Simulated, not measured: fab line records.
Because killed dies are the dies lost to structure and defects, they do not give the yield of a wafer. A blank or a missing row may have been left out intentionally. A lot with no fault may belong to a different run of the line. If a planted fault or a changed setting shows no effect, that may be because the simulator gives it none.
Which tool is to blame? | flow nand_harc | 24 lots, 72 wafers sampled, at 5 steps of a route of 1302

## WHAT THE GAUGES READ, wafer by wafer
NHARC_A_CONTACT_CD_MEAS_42: target cd 300 nm. Usual: cd_nm 300.2 nm, standard deviation 0.58.
lot  | measured     | on        | cd_nm (nm)        | flag
L075 | day 21 20:04 | cd_sem-01 | 300.9 300.8 301.5 |
L074 | day 21 20:38 | cd_sem-01 | 301.1 300.7 301.5 |
L076 | day 22 17:54 | cd_sem-01 | 300.7 301.5 300.7 |
L077 | day 22 18:05 | cd_sem-03 | 301.1 301.0 300.3 |
L078 | day 23 01:44 | cd_sem-02 | 299.5 300.6 300.2 |
L080 | day 23 07:46 | cd_sem-03 | 299.4 299.6 300.0 |
L079 | day 24 14:21 | cd_sem-01 | 300.8 299.4 300.2 |
L084 | day 24 22:40 | cd_sem-01 | 300.3 301.2 300.0 |
L081 | day 25 04:08 | cd_sem-02 | 300.1 299.9 300.2 |
L083 | day 25 14:00 | cd_sem-01 | 299.3 300.4 300.2 |
L082 | day 25 04:49 | cd_sem-02 | 300.4 300.1 301.5 |
L086 | day 26 01:25 | cd_sem-01 | 300.4 301.8 300.1 |
L085 | day 26 04:10 | cd_sem-02 | 300.9 299.6 300.4 |
L087 | day 27 06:50 | cd_sem-03 | 300.2 300.0 299.8 |
L088 | day 27 03:04 | cd_sem-02 | 300.7 299.2 300.0 |
L089 | day 27 21:22 | cd_sem-02 | 299.5 300.0 299.7 |
L092 | day 28 07:05 | cd_sem-03 | 300.2 300.5 299.9 |
L091 | day 28 06:50 | cd_sem-01 | 300.8 299.6 300.7 |
L090 | day 28 07:10 | cd_sem-02 | 299.7 299.9 299.3 |
L093 | day 29 01:58 | cd_sem-03 | 300.6 300.8 300.4 |
L094 | day 30 05:52 | cd_sem-02 | 300.2 300.0 300.3 |
L096 | day 30 13:21 | cd_sem-01 | 300.4 299.6 300.6 |
L095 | day 30 23:22 | cd_sem-03 | 300.1 299.9 299.7 |
L097 | day 31 10:34 | cd_sem-02 | 299.7 300.0 299.4 |

## WHICH TOOL RAN EACH LOT (tool, then ch and the chambers of the sampled wafers, then the start)
lot  | NHARC_A_SLIT_DESCUM_14             | NHARC_A_WL_FILL_CVD_20                   | NHARC_A_CONTACT_DEP_24          | NHARC_A_CONTACT_DEP_29
L075 | rie_diel-08 ch 0,3, day 20 07:39   | cvd_w-02 ch 0,1, day 21 14:29 or earlier | pecvd-03 ch 0,1, day 21 14:29   | pecvd-02 ch 0,1,2, day 21 19:20
L074 | rie_diel-01 ch 2,3, day 20 09:14   | cvd_w-01 ch 0,1, day 21 14:30 or earlier | pecvd-02 ch 0,1,2, day 21 14:30 | pecvd-02 ch 0,1,2, day 21 19:56
L076 | rie_diel-10 ch 1,2,3, day 21 04:11 | cvd_w-01 ch 0, day 22 12:25 or earlier   | pecvd-03 ch 0,2, day 22 12:25   | pecvd-03 ch 0,1,2, day 22 17:18
L077 | rie_diel-01 ch 1,2, day 21 05:46   | cvd_w-02 ch 0,1, day 22 12:29 or earlier | pecvd-02 ch 0,2, day 22 12:29   | pecvd-02 ch 1,2, day 22 17:20
L078 | rie_diel-08 ch 0,2,3, day 21 06:01 | cvd_w-01 ch 0,1, day 22 20:17 or earlier | pecvd-03 ch 1,2, day 22 20:17   | pecvd-01 ch 0,2, day 23 01:11
L080 | rie_diel-08 ch 1,2,3, day 21 16:32 | cvd_w-01 ch 0,1, day 23 00:43 or earlier | pecvd-02 ch 0,1,2, day 23 00:43 | pecvd-03 ch 0,1,2, day 23 07:12
L079 | rie_diel-10 ch 2,3, day 22 21:43   | cvd_w-02 ch 0,1, day 24 06:24 or earlier | pecvd-02 ch 0,2, day 24 06:24   | pecvd-02 ch 0,1,2, day 24 13:41
L084 | rie_diel-10 ch 0,1,2, day 23 09:58 | cvd_w-01 ch 0,1, day 24 17:11 or earlier | pecvd-01 ch 0,1, day 24 17:11   | pecvd-02 ch 1,2, day 24 22:07
L081 | rie_diel-08 ch 0,2,3, day 23 11:08 | cvd_w-02 ch 0,1, day 24 22:26 or earlier | pecvd-02 ch 0,1,2, day 24 22:26 | pecvd-02 ch 1,2, day 25 03:26
L083 | rie_diel-10 ch 0,1,3, day 23 11:53 | cvd_w-01 ch 0,1, day 25 05:58 or earlier | pecvd-01 ch 0,1,2, day 25 05:58 | pecvd-03 ch 0,1,2, day 25 13:17
L082 | rie_diel-08 ch 0,1,2, day 23 13:50 | cvd_w-01 ch 0,1, day 24 22:26 or earlier | pecvd-01 ch 0,1, day 24 22:26   | pecvd-03 ch 0,1, day 25 04:06
L086 | rie_diel-10 ch 0,1,2, day 24 10:14 | cvd_w-02 ch 0,1, day 25 19:48 or earlier | pecvd-03 ch 1,2, day 25 19:48   | pecvd-03 ch 0,1,2, day 26 00:42
L085 | rie_diel-08 ch 0,1,3, day 24 11:52 | cvd_w-01 ch 0,1, day 25 22:38 or earlier | pecvd-03 ch 0,1,2, day 25 22:38 | pecvd-01 ch 0,1,2, day 26 03:34
L087 | rie_diel-01 ch 0,1, day 25 09:26   | cvd_w-01 ch 0,1, day 26 20:04 or earlier | pecvd-01 ch 0,1, day 26 20:04   | pecvd-03 ch 0,1, day 27 06:09
L088 | rie_diel-08 ch 0,2,3, day 25 09:35 | cvd_w-01 ch 0,1, day 26 17:09 or earlier | pecvd-01 ch 0,1,2, day 26 17:09 | pecvd-01 ch 0,1,2, day 27 02:22
L089 | rie_diel-08 ch 1,2,3, day 26 08:01 | cvd_w-01 ch 0, day 27 15:35 or earlier   | pecvd-03 ch 0,1,2, day 27 15:35 | pecvd-01 ch 0,1, day 27 20:37
L092 | rie_diel-10 ch 0,2,3, day 26 15:28 | cvd_w-01 ch 0,1, day 28 01:35 or earlier | pecvd-01 ch 0,1,2, day 28 01:35 | pecvd-02 ch 0,1, day 28 06:25
L091 | rie_diel-01 ch 0,1, day 26 18:55   | cvd_w-02 ch 0,1, day 28 01:34 or earlier | pecvd-02 ch 1,2, day 28 01:34   | pecvd-03 ch 1,2, day 28 06:16
L090 | rie_diel-10 ch 2,3, day 26 19:19   | cvd_w-02 ch 0,1, day 28 01:47 or earlier | pecvd-03 ch 0,1,2, day 28 01:47 | pecvd-01 ch 1,2, day 28 06:37
L093 | rie_diel-08 ch 0,1, day 27 13:35   | cvd_w-01 ch 0, day 28 20:35 or earlier   | pecvd-01 ch 0,2, day 28 20:35   | pecvd-02 ch 0,1, day 29 01:22
L094 | rie_diel-08 ch 2,3, day 28 14:38   | cvd_w-01 ch 0,1, day 30 00:18 or earlier | pecvd-01 ch 0,1,2, day 30 00:18 | pecvd-03 ch 0,2, day 30 05:08
L096 | rie_diel-10 ch 0,2, day 28 21:36   | cvd_w-02 ch 0,1, day 30 07:50 or earlier | pecvd-03 ch 1,2, day 30 07:50   | pecvd-02 ch 0,1, day 30 12:46
L095 | rie_diel-01 ch 0,1,2, day 29 10:19 | cvd_w-02 ch 0,1, day 30 17:46 or earlier | pecvd-03 ch 0,1,2, day 30 17:46 | pecvd-02 ch 0,1,2, day 30 22:38
L097 | rie_diel-01 ch 2,3, day 29 21:26   | cvd_w-02 ch 0,1, day 31 05:05 or earlier | pecvd-01 ch 0,2, day 31 05:05   | pecvd-01 ch 0,2, day 31 09:54
- NHARC_A_SLIT_DESCUM_14: chemistry O2, time 3 s.
- NHARC_A_WL_FILL_CVD_20: deposits W, target thk 100 nm, time 74 s.
- NHARC_A_CONTACT_DEP_24: deposits SiO2, target thk 500 nm.
- NHARC_A_CONTACT_DEP_29: deposits SiON, target thk 100 nm.

## AS READ BY THE TOOLS THEMSELVES (means over the sampled wafers that have a number; for cases with no such wafer, the mark the record gives instead)
NHARC_A_SLIT_DESCUM_14. Usual: drypump_motor_current_A 5.8 A, standard deviation 0.45; oes_product_au 0.998 a.u., standard deviation 0.0098; rf_vpp_V 57.8 V, standard deviation 0.88; showerhead_plenum_p_Torr 1.91 Torr, standard deviation 0.086; throttle_valve_pct 11.310 %, standard deviation 0.01.
lot  | tool        | drypump_motor_current_A (A) | oes_product_au (a.u.) | rf_vpp_V (V) | showerhead_plenum_p_Torr (Torr) | throttle_valve_pct (%) | flag
L075 | rie_diel-08 | 5.9                         | 1.003                 | 57.9         | 1.96                            | 11.324                 |
L074 | rie_diel-01 | 6.1                         | 1.002                 | 58.2         | 1.97                            | 11.305                 |
L076 | rie_diel-10 | 5.4                         | 0.993                 | 58.1         | 1.99                            | 11.306                 |
L077 | rie_diel-01 | 5.8                         | 1.005                 | 58.6         | 1.87                            | 11.311                 |
L078 | rie_diel-08 | 6.0                         | 0.997                 | 57.6         | 1.91                            | 11.312                 |
L080 | rie_diel-08 | 6.2                         | 0.996                 | 57.5         | 1.86                            | 11.308                 |
L079 | rie_diel-10 | 5.4                         | 1.001                 | 58.7         | 2.04                            | 11.305                 |
L084 | rie_diel-10 | 5.3                         | 1.000                 | 57.3         | 1.91                            | 11.320                 |
L081 | rie_diel-08 | 6.0                         | 1.006                 | 57.5         | 1.91                            | 11.316                 |
L083 | rie_diel-10 | 5.3                         | 1.000                 | 57.4         | 1.92                            | 11.307                 |
L082 | rie_diel-08 | 6.0                         | 1.007                 | 58.1         | 1.87                            | 11.315                 |
L086 | rie_diel-10 | 5.3                         | 1.008                 | 57.3         | 1.91                            | 11.313                 |
L085 | rie_diel-08 | 6.2                         | 0.990                 | 57.6         | 1.91                            | 11.304                 |
L087 | rie_diel-01 | 5.7                         | 1.013                 | 57.6         | 1.81                            | 11.314                 |
L088 | rie_diel-08 | 6.0                         | 1.000                 | 57.7         | 1.91                            | 11.321                 |
L089 | rie_diel-08 | 6.2                         | 0.986                 | 57.7         | 1.86                            | 11.308                 |
L092 | rie_diel-10 | 5.3                         | 1.001                 | 57.5         | 1.97                            | 11.296                 |
L091 | rie_diel-01 | 5.9                         | 0.991                 | 57.5         | 1.83                            | 11.313                 |
L090 | rie_diel-10 | 5.4                         | 0.991                 | 58.2         | 2.04                            | 11.307                 |
L093 | rie_diel-08 | 6.2                         | 0.997                 | 57.6         | 1.87                            | 11.305                 |
L094 | rie_diel-08 | 6.3                         | 0.993                 | 57.9         | 1.90                            | 11.309                 |
L096 | rie_diel-10 | 5.3                         | 1.001                 | 57.3         | 1.96                            | 11.315                 |
L095 | rie_diel-01 | 6.0                         | 1.000                 | 58.1         | 1.89                            | 11.315                 |
L097 | rie_diel-01 | 6.2                         | 1.010                 | 58.6         | 1.99                            | 11.310                 |

NHARC_A_WL_FILL_CVD_20. Usual: heater_power_w 821 W, standard deviation 62; throttle_valve_pct 7.8 %, standard deviation 0.4.
lot  | tool     | heater_power_w (W) | throttle_valve_pct (%) | flag
L075 | cvd_w-02 | 767                | 8.1                    |
L074 | cvd_w-01 | 819                | 7.7                    |
L076 | cvd_w-01 | 905                | 7.5                    |
L077 | cvd_w-02 | 792                | 8.1                    |
L078 | cvd_w-01 | 863                | 7.6                    |
L080 | cvd_w-01 | 833                | 8.0                    |
L079 | cvd_w-02 | 798                | 7.9                    |
L084 | cvd_w-01 | 855                | 7.8                    |
L081 | cvd_w-02 | 782                | 8.2                    |
L083 | cvd_w-01 | 846                | 7.8                    |
L082 | cvd_w-01 | 845                | 7.4                    |
L086 | cvd_w-02 | 780                | 8.5                    |
L085 | cvd_w-01 | 864                | 7.7                    |
L087 | cvd_w-01 | 847                | 7.6                    |
L088 | cvd_w-01 | 850                | 7.7                    |
L089 | cvd_w-01 | 917                | 7.7                    |
L092 | cvd_w-01 | 846                | 7.8                    |
L091 | cvd_w-02 | 731                | 8.2                    |
L090 | cvd_w-02 | 755                | 8.1                    |
L093 | cvd_w-01 | 929                | 7.5                    |
L094 | cvd_w-01 | 843                | 7.9                    |
L096 | cvd_w-02 | 763                | 7.9                    |
L095 | cvd_w-02 | 764                | 7.7                    |
L097 | cvd_w-02 | 743                | 8.1                    |

NHARC_A_CONTACT_DEP_24. Usual: heater_power_w 569 W, standard deviation 77; rf_fwd_power_W 898.2 W, standard deviation 2.7; throttle_valve_pct 16.0 %, standard deviation 0.46.
lot  | tool     | heater_power_w (W) | rf_fwd_power_W (W) | throttle_valve_pct (%) | flag
L075 | pecvd-03 | 599                | 897.2              | 16.0                   |
L074 | pecvd-02 | 538                | 899.3              | 15.8                   |
L076 | pecvd-03 | 627                | 897.1              | 16.1                   |
L077 | pecvd-02 | 574                | 898.8              | 15.9                   |
L078 | pecvd-03 | 566                | 900.7              | 16.7                   |
L080 | pecvd-02 | 533                | 896.1              | 16.0                   |
L079 | pecvd-02 | 484                | 899.1              | 16.0                   |
L084 | pecvd-01 | 522                | 896.7              | 15.4                   |
L081 | pecvd-02 | 517                | 899.2              | 15.9                   |
L083 | pecvd-01 | 547                | 897.7              | 15.6                   |
L082 | pecvd-01 | 601                | 897.8              | 15.7                   |
L086 | pecvd-03 | 564                | 897.4              | 16.4                   |
L085 | pecvd-03 | 611                | 899.2              | 16.0                   |
L087 | pecvd-01 | 573                | 897.6              | 15.7                   |
L088 | pecvd-01 | 605                | 898.3              | 15.8                   |
L089 | pecvd-03 | 604                | 898.2              | 16.2                   |
L092 | pecvd-01 | 581                | 898.8              | 15.7                   |
L091 | pecvd-02 | 593                | 899.0              | 15.9                   |
L090 | pecvd-03 | 600                | 897.6              | 16.1                   |
L093 | pecvd-01 | 629                | 899.7              | 16.0                   |
L094 | pecvd-01 | 566                | 900.5              | 15.7                   |
L096 | pecvd-03 | 599                | 899.8              | 16.5                   |
L095 | pecvd-03 | 636                | 896.9              | 16.4                   |
L097 | pecvd-01 | 525                | 899.7              | 16.0                   |

NHARC_A_CONTACT_DEP_29. Usual: heater_power_w 761 W, standard deviation 80; rf_fwd_power_W 348.3 W, standard deviation 1.3.
lot  | tool     | heater_power_w (W) | rf_fwd_power_W (W) | flag
L075 | pecvd-02 | 784                | 348.2              |
L074 | pecvd-02 | 735                | 348.2              |
L076 | pecvd-03 | 816                | 349.2              |
L077 | pecvd-02 | 745                | 347.4              |
L078 | pecvd-01 | 755                | 349.2              |
L080 | pecvd-03 | 776                | 347.8              |
L079 | pecvd-02 | 780                | 347.7              |
L084 | pecvd-02 | 802                | 348.2              |
L081 | pecvd-02 | 771                | 348.0              |
L083 | pecvd-03 | 795                | 347.9              |
L082 | pecvd-03 | 758                | 348.1              |
L086 | pecvd-03 | 843                | 348.3              |
L085 | pecvd-01 | 722                | 349.0              |
L087 | pecvd-03 | 795                | 347.8              |
L088 | pecvd-01 | 751                | 349.0              |
L089 | pecvd-01 | 829                | 347.1              |
L092 | pecvd-02 | 683                | 347.5              |
L091 | pecvd-03 | 825                | 349.0              |
L090 | pecvd-01 | 655                | 349.3              |
L093 | pecvd-02 | 697                | 346.9              |
L094 | pecvd-03 | 834                | 348.6              |
L096 | pecvd-02 | 724                | 349.3              |
L095 | pecvd-02 | 751                | 348.0              |
L097 | pecvd-01 | 717                | 349.6              |

## THE ANSWER, worked out from the rows above alone
Rule: a lot counts as off when the mean over its wafers that have a number is more than 3 standard deviations away from the usual mean. Also off: a lot with no number at a reading for which 4 or more lots have one. All remaining lots with rows at the step are treated as sound. After the gauges, taken in route order, come the tools' own readings; for these a lot's mean is taken, as printed above. The first step at which some lot is off is used, and at that step the reading that is off furthest; a lot without a number counts as furthest.
Across all readings shown, no lot is off: no conclusion can be drawn from this.

## WHAT WAS PUT IN BY THE SIMULATOR
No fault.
